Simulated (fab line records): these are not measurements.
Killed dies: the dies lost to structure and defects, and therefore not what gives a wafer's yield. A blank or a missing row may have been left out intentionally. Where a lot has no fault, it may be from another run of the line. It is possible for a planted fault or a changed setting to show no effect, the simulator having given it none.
Matching of chambers -- flow n5Finfet -- rieDiel-06 running N5_BEOL_M9_VIA_ETCH_34: 4 sister chambers
The step etches SiCOH lowk in C4F6/O2, target depth 182.4 nm, time 68.4 s. 24 wafers are shown with their chamber, then 12 later ones without.

## WAFERS WITH THEIR CHAMBER
wafer,chamber,showerheadPlenumPTorr (Torr),throttleValvePct (%),drypumpMotorCurrentA (A)
L074.2,1,2.82,21.20,5.4
L074.3,3,2.72,21.07,5.7
L074.6,2,2.92,21.19,6.3
L076.1,0,2.97,20.65,6.2
L076.3,1,2.82,21.21,5.4
L076.5,3,2.72,21.08,5.7
L078.2,2,2.92,21.22,6.3
L078.3,0,2.97,20.65,6.1
L078.6,3,2.72,21.08,5.7
L079.1,2,2.92,21.23,6.2
L079.4,3,2.72,21.09,5.6
L079.6,2,2.92,21.20,6.3
L080.1,0,2.97,20.65,6.1
L080.4,3,2.72,21.11,5.7
L080.5,2,2.92,21.23,6.3
L083.3,0,2.97,20.67,6.1
L083.4,3,2.71,21.09,5.7
L083.6,3,2.71,21.09,5.7
L084.2,3,2.71,21.10,5.7
L084.3,0,2.97,20.67,6.1
L084.5,2,2.92,21.23,6.2
L089.3,0,2.96,20.69,6.2
L089.5,3,2.71,21.11,5.7
L089.6,0,2.96,20.68,6.1

SIGNATURES, as means of the wafers listed above
reading,chamber 0,chamber 1,chamber 2,chamber 3,scatter within a chamber
showerheadPlenumPTorr,2.9671,2.8200,2.9200,2.7156,0.00427
throttleValvePct,20.6657,21.2050,21.2167,21.0911,0.0152
drypumpMotorCurrentA,6.129,5.400,6.267,5.689,0.0427
Rule: distance of a wafer from a chamber = root of the sum over the readings of ((wafer's reading minus chamber's mean) / reading's scatter) squared. The wafer belongs to the nearest chamber; if the next one is less than 2 further off, it can't be placed. How the scatter is found: for the shown wafers, subtract from each reading the mean of its chamber, square and add these, divide the total by (wafers less chambers), then take the root.

## WAFERS WITH NO CHAMBER GIVEN
wafer,showerheadPlenumPTorr (Torr),throttleValvePct (%),drypumpMotorCurrentA (A)
L088.1,2.96,20.70,6.2
L088.2,2.81,21.25,5.4
L088.4,2.71,21.13,5.7
L087.2,2.91,20.85,6.3
L087.3,2.71,21.13,5.6
L087.5,2.71,21.11,5.6
L094.1,2.91,20.87,6.3
L094.3,2.70,21.13,5.7
L094.4,2.70,21.14,5.7
L095.3,2.91,20.87,6.3
L095.4,2.70,21.12,5.7
L095.6,2.91,20.88,6.3

## EACH ONE'S CHAMBER
wafer,from the rows above,in truth
L088.1,0,0
L088.2,1,1
L088.4,3,3
L087.2,0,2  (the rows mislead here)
L087.3,3,3
L087.5,3,3
L094.1,0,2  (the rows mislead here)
L094.3,3,3
L094.4,3,3
L095.3,0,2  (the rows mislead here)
L095.4,3,3
L095.6,0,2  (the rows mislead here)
8 of 12 placed correctly. Left unplaced by these rows: 0. Number placed wrongly: 4.
